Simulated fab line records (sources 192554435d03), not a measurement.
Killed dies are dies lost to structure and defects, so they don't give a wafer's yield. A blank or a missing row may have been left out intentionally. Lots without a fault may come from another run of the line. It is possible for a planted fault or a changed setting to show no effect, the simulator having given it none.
Which tool is to blame? | flow n5Finfet | 25 wafers from 9 lots sampled at 4 of the route's 1938 steps

WHAT THE GAUGES SHOWED, per wafer
N5_FIN_SAQP_INSPECT_18: inspects for defects (brightfield).
lot  | measured    | on               | rawDefectCount
L951 | day 3 22:20 | defectInspect-02 | 882 808 908
L952 | day 4 04:34 | defectInspect-02 | 770 768 686
L954 | day 4 16:41 | defectInspect-02 | 1030 880 747
L957 | day 5 10:04 | defectInspect-02 | 583 423 496
L960 | day 6 03:30 | defectInspect-02 | 405 331
L962 | day 6 17:25 | defectInspect-02 | 533 437 384
L963 | day 6 21:55 | defectInspect-02 | 305 659 478
L964 | day 7 04:54 | defectInspect-01 | 498 329
L966 | day 7 15:38 | defectInspect-02 | 341 520 562

EACH LOT AND THE TOOL THAT RAN IT (in order: tool; ch and the chambers of the sampled wafers; start)
lot  | N5_PMOS_HMC_CHANNEL_EPI_HM_OPEN_15 | N5_PMOS_HMC_CHANNEL_EPI_FIN_RECESS_16 | N5_FIN_SAQP_PRECLEAN_00
L951 | rieDiel-05 ch 0,2,3, day 3 17:37   | rieSi-03 ch 0,1,3, day 3 18:00        | wetBench-06 ch 0,1,3, day 3 20:52
L952 | rieDiel-03 ch 0,1, day 3 23:57     | rieSi-05 ch 0,2, day 4 00:21          | wetBench-06 ch 3,6,7, day 4 02:47
L954 | rieDiel-05 ch 0,3, day 4 12:20     | rieSi-05 ch 1,2, day 4 12:43          | wetBench-06 ch 0,3,5, day 4 15:13
L957 | rieDiel-06 ch 0,1,2, day 5 05:43   | rieSi-06 ch 0,2,3, day 5 06:05        | wetBench-04 ch 3,6,7, day 5 08:40
L960 | rieDiel-03 ch 1, day 5 23:19       | rieSi-06 ch 0,1, day 5 23:42          | wetBench-04 ch 0,7, day 6 02:17
L962 | rieDiel-03 ch 0,3, day 6 11:19     | rieSi-05 ch 1,2,3, day 6 11:42        | wetBench-04 ch 1,2,5, day 6 14:13
L963 | rieDiel-03 ch 2,3, day 6 17:34     | rieSi-06 ch 0,1,2, day 6 17:56        | wetBench-06 ch 0,4,5, day 6 20:34
L964 | rieDiel-05 ch 2,3, day 7 00:32     | rieSi-05 ch 0,1, day 7 00:55          | wetBench-06 ch 4,7, day 7 03:20
L966 | rieDiel-05 ch 0,1,3, day 7 11:34   | rieSi-05 ch 0,1,3, day 7 11:57        | wetBench-06 ch 0,2,7, day 7 14:17
- N5_PMOS_HMC_CHANNEL_EPI_HM_OPEN_15: chemistry CHF3/O2, target SiO2, target depth 40.6 nm, time 20.3 s.
- N5_PMOS_HMC_CHANNEL_EPI_FIN_RECESS_16: chemistry HBr/Cl2, target Si, target depth 54 nm, time 18 s.
- N5_FIN_SAQP_PRECLEAN_00: cleans in SC1, time 60 s.

THE ANSWER, worked out from the rows above alone
Rule: usual is defined by the lots themselves. The widest of any qualifying gaps counts: lots, ordered by their means at a reading, are off when they make up no more than a third of the lots, leave a main group of 4 or more, and stand apart from it by 3 or more times the standard deviation of that group's means. Not used: any main group whose means are identical at the precision the tables above print for the reading. Also off: a lot with no number at a reading for which 4 or more lots have one. Any other lot the step has rows for is counted as sound.
Off at N5_FIN_SAQP_INSPECT_18 (rawDefectCount): L951, L952, L954. For the main group the mean is 448 and the standard deviation 45.
A tool fits if, at a process step before that reading, it ran every lot that is off, and no sound lot after the first of them. Gauges at N5_FIN_SAQP_INSPECT_18: tried the same way as those tools. None of those tried fits.

WHAT THE SIMULATOR HAD INSERTED
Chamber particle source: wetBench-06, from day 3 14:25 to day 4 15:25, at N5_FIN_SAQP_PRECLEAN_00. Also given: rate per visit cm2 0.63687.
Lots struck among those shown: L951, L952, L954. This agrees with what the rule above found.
